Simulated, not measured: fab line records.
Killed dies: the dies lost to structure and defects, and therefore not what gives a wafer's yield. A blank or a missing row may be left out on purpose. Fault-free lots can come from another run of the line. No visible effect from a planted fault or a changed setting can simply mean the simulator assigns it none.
Matching of chambers + flow n5-finfet + N5_BEOL_M6_CMP_52 on cmp-03: 4 sister chambers
The step polishes, stops on SiCOH lowk, t overpolish 6.9 s, target thk 80 nm. 4 wafers are shown with their chamber, then 12 later ones without.

WAFERS, EACH WITH ITS CHAMBER
| wafer  | chamber | motor-current-A (A) |
|--------|---------|---------------------|
| L088.2 | 0       | 5.1                 |
| L091.1 | 3       | 5.8                 |
| L091.3 | 2       | 5.9                 |
| L091.4 | 1       | 5.2                 |

WAFERS WITH NO CHAMBER GIVEN
| wafer  | motor-current-A (A) |
|--------|---------------------|
| L092.2 | 5.9                 |
| L092.4 | 5.0                 |
| L092.6 | 5.5                 |
| L094.2 | 6.2                 |
| L094.3 | 5.1                 |
| L094.5 | 5.3                 |
| L096.2 | 5.3                 |
| L096.3 | 5.3                 |
| L096.4 | 5.9                 |
| L097.2 | 5.4                 |
| L097.3 | 6.2                 |
| L097.6 | 5.0                 |

CHAMBER TAKEN BY EACH
| wafer  | from the rows above               | in truth |
|--------|-----------------------------------|----------|
| L092.2 | can't be placed: 2 or 3           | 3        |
| L092.4 | can't be placed: 0 or 1           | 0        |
| L092.6 | can't be placed: 1 or 3 or 0 or 2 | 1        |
| L094.2 | can't be placed: 2 or 3           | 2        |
| L094.3 | can't be placed: 0 or 1           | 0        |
| L094.5 | can't be placed: 1 or 0           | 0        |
| L096.2 | can't be placed: 1 or 0           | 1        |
| L096.3 | can't be placed: 1 or 0           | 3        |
| L096.4 | can't be placed: 2 or 3           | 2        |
| L097.2 | can't be placed: 1 or 0 or 3 or 2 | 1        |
| L097.3 | can't be placed: 2 or 3           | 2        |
| L097.6 | can't be placed: 0 or 1           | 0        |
Correctly placed: 0 of 12. These rows do not allow placing 12 (true chamber among the candidates in 11). Placed wrongly: 0.
How it was worked out, from the rows above alone: a wafer's distance from a chamber is the root of the sum, over the readings, of the square of ((its reading less the chamber's mean) divided by the reading's scatter). The wafer belongs to the nearest chamber; if the next one is less than 2 further off, it can't be placed. For every chamber, the mean is computed from those of its wafers that are shown. The scatter: with one shown wafer a chamber, the root of the mean of the squares of how far each hidden wafer lies from its nearest shown one.
